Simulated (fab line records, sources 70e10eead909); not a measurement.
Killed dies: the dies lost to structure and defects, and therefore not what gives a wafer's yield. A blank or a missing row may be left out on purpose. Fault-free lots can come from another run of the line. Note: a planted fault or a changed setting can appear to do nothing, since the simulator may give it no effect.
Struck lot and sound lot, side by side + flow nand_harc + 40 out of 1302 route steps
Sound: the wafers L941.1, L941.2, L941.5. Wafers L952.1, L952.4, L952.5 were the ones struck. The cause comes at the end.
For every step that has rows: the tool of each side, followed by ch and its chambers, followed by its first start. Under that, the readings that differ: sound wafers + struck wafers + difference of the means + sigmas: that difference in standard deviations of wafers without a fault.
alike: words and numbers the same on both sides, and readings whose means are apart by under 2 such deviations; not compared: readings that were withheld, readings missing a value for some wafer, numbers with overlapping values and no deviation given by the record, and bounds like >300 which may hide the same value.
The two part at a step that has a row with sigmas, a row that says differs or no value, or rows on one side only. When numbers do not overlap yet have no deviation, they are printed without sigmas and do not part them. Lack of a reading on every wafer of one side parts them only where that side has two or more wafers.

first, 2 steps without rows for these wafers: NHARC_A_DECK1_JOINT_ANNEAL_28 (time 1800 s); NHARC_A_DECK1_JOINT_ANNEAL_29 (time 1800 s).
NHARC_A_DECK1_JOINT_CMP_02: polishes SiOx.
  sound on cmp-02 ch 1,2,3, day 14 23:50; struck on cmp-02 ch 0,1,2, day 19 21:40
  alike: motor_current_A
next, for these wafers, 1 step has no rows: NHARC_A_DECK1_JOINT_SRD_15.
NHARC_A_DECK1_JOINT_DEP_16: deposits SiO2, target thk 45 nm.
  sound on pecvd-02 ch 0,1,2, day 15 00:10; struck on pecvd-01 ch 1,2, day 19 22:03
  alike: flow_sccm, heater_power_w, rf_fwd_power_W, throttle_valve_pct
NHARC_A_DECK1_JOINT_THK_MEAS_17: measures by ellipsometry.
  sound on film_metro-01, day 15 00:27; struck on film_metro-02, day 19 22:20
  alike: thk_nm
NHARC_A_DECK1_JOINT_INSPECT_05:
  sound on defect_inspect-02, day 15 00:29; struck on defect_inspect-02, day 19 22:22
  alike: raw_defect_count
after that, 1 step with no rows for these wafers: NHARC_A_ONON_D2_DEP_00 (target thk 1000 nm).
NHARC_A_ONON_D2_THK_MEAS_02: measures by ellipsometry.
  sound on film_metro-01, day 15 01:04; struck on film_metro-02, day 19 23:05
  alike: thk_nm
after that, 1 step with no rows for these wafers: NHARC_A_ONON_D2_DEP_03 (target thk 1000 nm).
NHARC_A_ONON_D2_THK_MEAS_05: measures by ellipsometry.
  sound on film_metro-02, day 15 01:38; struck on film_metro-01, day 19 23:47
  alike: thk_nm
NHARC_A_ONON_D2_DEP_06: target thk 1000 nm.
  sound on pecvd_onon-04 ch 0, day 15 01:41; struck on pecvd_onon-04 ch 0, day 19 23:58
NHARC_A_ONON_D2_THK_MEAS_08: measures by ellipsometry.
  sound on film_metro-02, day 15 02:12; struck on film_metro-02, day 20 00:28
| reading     | sound          | struck      | difference | sigmas |
|-------------|----------------|-------------|------------|--------|
| thk_nm (nm) | 1011 1012 1009 | 987 988 986 | -24        | -3     |
after that, 1 step with no rows for these wafers: NHARC_A_ONON_D2_DEP_09 (target thk 1000 nm).
NHARC_A_ONON_D2_THK_MEAS_11: measures by ellipsometry.
  sound on film_metro-01, day 15 02:46; struck on film_metro-01, day 20 01:16
  alike: thk_nm
after that, 1 step with no rows for these wafers: NHARC_A_ONON_D2_DEP_12 (target thk 1000 nm).
NHARC_A_ONON_D2_THK_MEAS_14: measures by ellipsometry.
  sound on film_metro-01, day 15 03:20; struck on film_metro-01, day 20 01:50
  alike: thk_nm
then, 2 steps without rows for these wafers: NHARC_A_ONON_D2_ANNEAL_15 (time 3600 s); NHARC_A_ONON_D2_DEP_16 (target thk 1000 nm).
NHARC_A_ONON_D2_THK_MEAS_18: measures by ellipsometry.
  sound on film_metro-01, day 15 10:35; struck on film_metro-02, day 20 09:34
  alike: thk_nm
after that, 1 step with no rows for these wafers: NHARC_A_ONON_D2_DEP_19 (target thk 1000 nm).
NHARC_A_ONON_D2_THK_MEAS_21: measures by ellipsometry.
  sound on film_metro-01, day 15 11:09; struck on film_metro-01, day 20 10:07
  alike: thk_nm
after that, 1 step with no rows for these wafers: NHARC_A_ONON_D2_DEP_22 (target thk 1000 nm).
NHARC_A_ONON_D2_THK_MEAS_24: measures by ellipsometry.
  sound on film_metro-01, day 15 11:43; struck on film_metro-01, day 20 10:41
| reading     | sound          | struck      | difference | sigmas |
|-------------|----------------|-------------|------------|--------|
| thk_nm (nm) | 1010 1009 1009 | 991 993 992 | -17        | -2     |
after that, 1 step with no rows for these wafers: NHARC_A_ONON_D2_DEP_25 (target thk 1000 nm).
NHARC_A_ONON_D2_THK_MEAS_27: measures by ellipsometry.
  sound on film_metro-01, day 15 12:17; struck on film_metro-01, day 20 11:16
  alike: thk_nm
after that, 1 step with no rows for these wafers: NHARC_A_ONON_D2_DEP_28 (target thk 1000 nm).
NHARC_A_ONON_D2_THK_MEAS_30: measures by ellipsometry.
  sound on film_metro-01, day 15 12:51; struck on film_metro-02, day 20 11:50
  alike: thk_nm
NHARC_A_ONON_D2_DEP_33: deposits SiO2, target thk 200 nm.
  sound on pecvd-01 ch 0,2, day 15 12:54; struck on pecvd-01 ch 1,2, day 20 11:59
  alike: flow_sccm, heater_power_w, rf_fwd_power_W, throttle_valve_pct
NHARC_A_ONON_D2_THK_MEAS_34: measures by ellipsometry.
  sound on film_metro-02, day 15 13:19; struck on film_metro-01, day 20 12:18
  alike: thk_nm
NHARC_A_CHANNEL_HOLE_D2_DEP_00: deposits aC, target thk 3100 nm.
  sound on acl_dep-03 ch 0, day 15 17:59; struck on acl_dep-03 ch 0, day 20 12:27
  alike: throttle_valve_pct
NHARC_A_CHANNEL_HOLE_D2_DEP_01: deposits SiON, target thk 140 nm.
  sound on pecvd-04 ch 0,2, day 15 19:54; struck on pecvd-03 ch 0,2, day 20 14:23
  alike: heater_power_w, rf_fwd_power_W
then, 7 steps without rows for these wafers: NHARC_A_CHANNEL_HOLE_D2_DEHYDRATE_02 (time 120 s); NHARC_A_CHANNEL_HOLE_D2_HMDS_03 (time 30 s); NHARC_A_CHANNEL_HOLE_D2_COAT_36 (time 75 s); NHARC_A_CHANNEL_HOLE_D2_COAT_37 (time 65 s); NHARC_A_CHANNEL_HOLE_D2_COAT_04 (resist thk 90 nm); NHARC_A_CHANNEL_HOLE_D2_SOFTBAKE_05 (time 55 s); NHARC_A_CHANNEL_HOLE_D2_EBR_06.
-- record jumps: 11 days between struck wafers' starts before vs after; left off in module A_CHANNEL_HOLE_D2, resumes in module END, first step shown is number 1302 of the route --
NHARC_END_SORT_01:
  only the struck wafers appear in the record here, on prober-02 ch 0 at day 31 21:20; the sound ones have no rows

== WHERE THEY PART ==
Last at NHARC_END_SORT_01 as far as this record goes, first at NHARC_A_ONON_D2_THK_MEAS_08.

WHY: whatever the simulator had introduced
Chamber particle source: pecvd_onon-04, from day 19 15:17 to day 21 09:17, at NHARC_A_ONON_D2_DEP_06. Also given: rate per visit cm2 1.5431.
